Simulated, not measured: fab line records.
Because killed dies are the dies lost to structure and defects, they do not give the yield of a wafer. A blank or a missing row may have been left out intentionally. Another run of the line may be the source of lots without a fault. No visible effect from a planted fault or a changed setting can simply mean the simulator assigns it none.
Split-lot trial :: flow n5 finfet :: on a route of 1938 steps: 7 lots, 21 wafers read

ABOUT THE SPLIT
At N5_SDB_ETCH_18 (etches SOC in N2/H2, target depth 100 nm, overetch 20 nm, time 150 s), the setting time s was moved away from the recipe's 150 s on 7 of the 21 wafers read, by -18.9% to +21.1%. All remaining wafers had this setting at the recipe value.

The split's own step is where the reading is taken.

THE READING
SiARC_of_SDB_COAT_04.thk nm (the simulator's own value, which no gauge read), in nm, at N5_SDB_ETCH_18 (etches SOC in N2/H2, target depth 100 nm, overetch 20 nm, time 150 s). No usual value for it is given in the file. Here, 14 wafers ran the recipe; their average is 12.8 nm with a standard deviation of 0.1 nm.

wafer: L077.2
tool, chamber at the split: rie diel-05, 0
time s as run, s: 136.8
against the recipe: -8.8%
SiARC_of_SDB_COAT_04.thk nm, nm: 13
against lot-mates on the recipe: +0.2

wafer: L077.4
tool, chamber at the split: rie diel-05, 2,1
time s as run, s: 150
against the recipe: recipe
SiARC_of_SDB_COAT_04.thk nm, nm: 12.8
against lot-mates on the recipe: -

wafer: L077.6
tool, chamber at the split: rie diel-05, 2,1
time s as run, s: 150
against the recipe: recipe
SiARC_of_SDB_COAT_04.thk nm, nm: 12.8
against lot-mates on the recipe: -

wafer: L079.1
tool, chamber at the split: rie diel-02, 1
time s as run, s: 159.6
against the recipe: +6.4%
SiARC_of_SDB_COAT_04.thk nm, nm: 12.4
against lot-mates on the recipe: -0.4

wafer: L079.3
tool, chamber at the split: rie diel-02, 2,1
time s as run, s: 150
against the recipe: recipe
SiARC_of_SDB_COAT_04.thk nm, nm: 12.8
against lot-mates on the recipe: -

wafer: L079.6
tool, chamber at the split: rie diel-02, 2,1
time s as run, s: 150
against the recipe: recipe
SiARC_of_SDB_COAT_04.thk nm, nm: 12.8
against lot-mates on the recipe: -

wafer: L081.4
tool, chamber at the split: rie diel-05, 3
time s as run, s: 150
against the recipe: recipe
SiARC_of_SDB_COAT_04.thk nm, nm: 12.8
against lot-mates on the recipe: -

wafer: L081.6
tool, chamber at the split: rie diel-05, 3
time s as run, s: 150
against the recipe: recipe
SiARC_of_SDB_COAT_04.thk nm, nm: 12.8
against lot-mates on the recipe: -

wafer: L081.5
tool, chamber at the split: rie diel-05, 2
time s as run, s: 121.6
against the recipe: -18.9%
SiARC_of_SDB_COAT_04.thk nm, nm: 13.8
against lot-mates on the recipe: +1.0

wafer: L083.2
tool, chamber at the split: rie diel-02, 0
time s as run, s: 150
against the recipe: recipe
SiARC_of_SDB_COAT_04.thk nm, nm: 13
against lot-mates on the recipe: -

wafer: L083.3
tool, chamber at the split: rie diel-02, 3,0
time s as run, s: 150
against the recipe: recipe
SiARC_of_SDB_COAT_04.thk nm, nm: 12.8
against lot-mates on the recipe: -

wafer: L083.6
tool, chamber at the split: rie diel-02, 3,0
time s as run, s: 150
against the recipe: recipe
SiARC_of_SDB_COAT_04.thk nm, nm: 12.8
against lot-mates on the recipe: -

wafer: L086.1
tool, chamber at the split: rie diel-05, 1
time s as run, s: 129.7
against the recipe: -13.5%
SiARC_of_SDB_COAT_04.thk nm, nm: 13.4
against lot-mates on the recipe: +0.8

wafer: L086.4
tool, chamber at the split: rie diel-05, 1
time s as run, s: 150
against the recipe: recipe
SiARC_of_SDB_COAT_04.thk nm, nm: 12.6
against lot-mates on the recipe: -

wafer: L086.6
tool, chamber at the split: rie diel-05, 1
time s as run, s: 150
against the recipe: recipe
SiARC_of_SDB_COAT_04.thk nm, nm: 12.6
against lot-mates on the recipe: -

wafer: L088.1
tool, chamber at the split: rie diel-02, 0
time s as run, s: 181.6
against the recipe: +21.1%
SiARC_of_SDB_COAT_04.thk nm, nm: 11.6
against lot-mates on the recipe: -1.2

wafer: L088.6
tool, chamber at the split: rie diel-02, 0
time s as run, s: 181.6
against the recipe: +21.1%
SiARC_of_SDB_COAT_04.thk nm, nm: 11.6
against lot-mates on the recipe: -1.2

wafer: L088.3
tool, chamber at the split: rie diel-02, 3
time s as run, s: 150
against the recipe: recipe
SiARC_of_SDB_COAT_04.thk nm, nm: 12.8
against lot-mates on the recipe: -

wafer: L092.2
tool, chamber at the split: rie diel-05, 1
time s as run, s: 150
against the recipe: recipe
SiARC_of_SDB_COAT_04.thk nm, nm: 12.6
against lot-mates on the recipe: -

wafer: L092.4
tool, chamber at the split: rie diel-05, 3
time s as run, s: 150
against the recipe: recipe
SiARC_of_SDB_COAT_04.thk nm, nm: 12.8
against lot-mates on the recipe: -

wafer: L092.5
tool, chamber at the split: rie diel-05, 1
time s as run, s: 137.3
against the recipe: -8.5%
SiARC_of_SDB_COAT_04.thk nm, nm: 13
against lot-mates on the recipe: +0.3
Rows listing several chambers each stand for several wafers; the file does not say which wafer went through which chamber.

FIT RESULTS
A straight line over all 21 wafers: SiARC_of_SDB_COAT_04.thk nm changes by -0.0517 nm for each +1% of time s; r = -0.97; the points scatter about the line by 0.11 nm.
The same after taking each lot's own level away (the mean of its wafers on the recipe; 21 wafers): -0.0539 nm for each +1%; r = -0.98; scatter 0.088 nm.
That fit puts the effect of the largest move of time s on the reading at 1.1 nm.
Measured against the standard deviation above, the lots' own levels, which go from 12.60 to 12.87 nm, span 2.6 times it.
Consequently the slope shifts little with the lot-to-lot level, the two slopes agreeing.
Check: with one of the wafers moved furthest among these (+21.1%) left out of the fit, the line predicts -1.14 nm for it against its lot-mates. Against them it came out at -1.2 nm.

THE OTHER SPLITS THESE WAFERS WENT THROUGH
Other splits were also applied to these wafers ahead of the reading. Each is held against what the fit with the lots' levels taken away leaves over:
other split on the same wafers: N5_SD_EPI_N_EXPOSE_06 dose mj
wafers away from the commonest value: 7
r with SiARC_of_SDB_COAT_04.thk nm (lot level and that fit taken away): +0.11

other split on the same wafers: N5_SD_EPI_N_ETCH_16 target depth a
wafers away from the commonest value: 5
r with SiARC_of_SDB_COAT_04.thk nm (lot level and that fit taken away): -0.30

other split on the same wafers: N5_SD_EPI_P_ETCH_16 target depth a
wafers away from the commonest value: 7
r with SiARC_of_SDB_COAT_04.thk nm (lot level and that fit taken away): -0.07

other split on the same wafers: N5_SD_EPI_P_EPI_21 temp c
wafers away from the commonest value: 10
r with SiARC_of_SDB_COAT_04.thk nm (lot level and that fit taken away): +0.05

THE FILE'S OWN FIT
SiARC_of_SDB_COAT_04.thk nm changes by -0.0527 nm for each +1% of time s, r = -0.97.
